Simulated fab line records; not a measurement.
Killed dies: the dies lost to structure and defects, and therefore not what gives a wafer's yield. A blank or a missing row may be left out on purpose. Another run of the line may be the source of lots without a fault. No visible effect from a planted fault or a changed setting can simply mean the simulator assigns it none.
Chamber matching / flow nand_harc / NHARC_A_STAIRCASE_ETCH_292 on rie_diel-04: 4 sister chambers
The step etches the open film in CF4/CHF3. 4 wafers are shown with their chamber, then 11 later ones without.

## WAFERS WITH THEIR CHAMBER
wafer=L087.3; chamber=0; drypump_motor_current_A (A)=6.7
wafer=L087.4; chamber=3; drypump_motor_current_A (A)=5.6
wafer=L091.1; chamber=1; drypump_motor_current_A (A)=4.7
wafer=L090.1; chamber=2; drypump_motor_current_A (A)=5.6

## WAFERS WITHOUT THEIR CHAMBER
wafer=L090.2; drypump_motor_current_A (A)=5.6
wafer=L090.4; drypump_motor_current_A (A)=4.7
wafer=L094.1; drypump_motor_current_A (A)=6.7
wafer=L094.3; drypump_motor_current_A (A)=4.6
wafer=L094.5; drypump_motor_current_A (A)=4.6
wafer=L093.2; drypump_motor_current_A (A)=4.7
wafer=L093.3; drypump_motor_current_A (A)=6.7
wafer=L093.5; drypump_motor_current_A (A)=4.7
wafer=L097.2; drypump_motor_current_A (A)=4.7
wafer=L097.4; drypump_motor_current_A (A)=5.6
wafer=L097.5; drypump_motor_current_A (A)=5.6

## WHICH CHAMBER EACH ONE RAN IN
wafer=L090.2; from the rows above=can't be placed: 2 or 3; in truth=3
wafer=L090.4; from the rows above=1; in truth=1
wafer=L094.1; from the rows above=0; in truth=0
wafer=L094.3; from the rows above=1; in truth=1
wafer=L094.5; from the rows above=1; in truth=1
wafer=L093.2; from the rows above=1; in truth=1
wafer=L093.3; from the rows above=0; in truth=0
wafer=L093.5; from the rows above=1; in truth=1
wafer=L097.2; from the rows above=1; in truth=1
wafer=L097.4; from the rows above=can't be placed: 2 or 3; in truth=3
wafer=L097.5; from the rows above=can't be placed: 2 or 3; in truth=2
Correctly placed: 8 of 11. Unplaceable from these rows: 3, with the true chamber sitting among the candidates in 3. Wrongly placed: 0.
How it was worked out, from the rows above alone: a wafer's distance from a chamber is the root of the sum, over the readings, of the square of ((its reading less the chamber's mean) divided by the reading's scatter). The wafer belongs to the nearest chamber; if the next one is less than 2 further off, it can't be placed. A chamber's mean is the mean of its shown wafers. The scatter (one wafer shown for each chamber): square how far every hidden wafer sits from the nearest shown wafer, average those squares and take the square root.
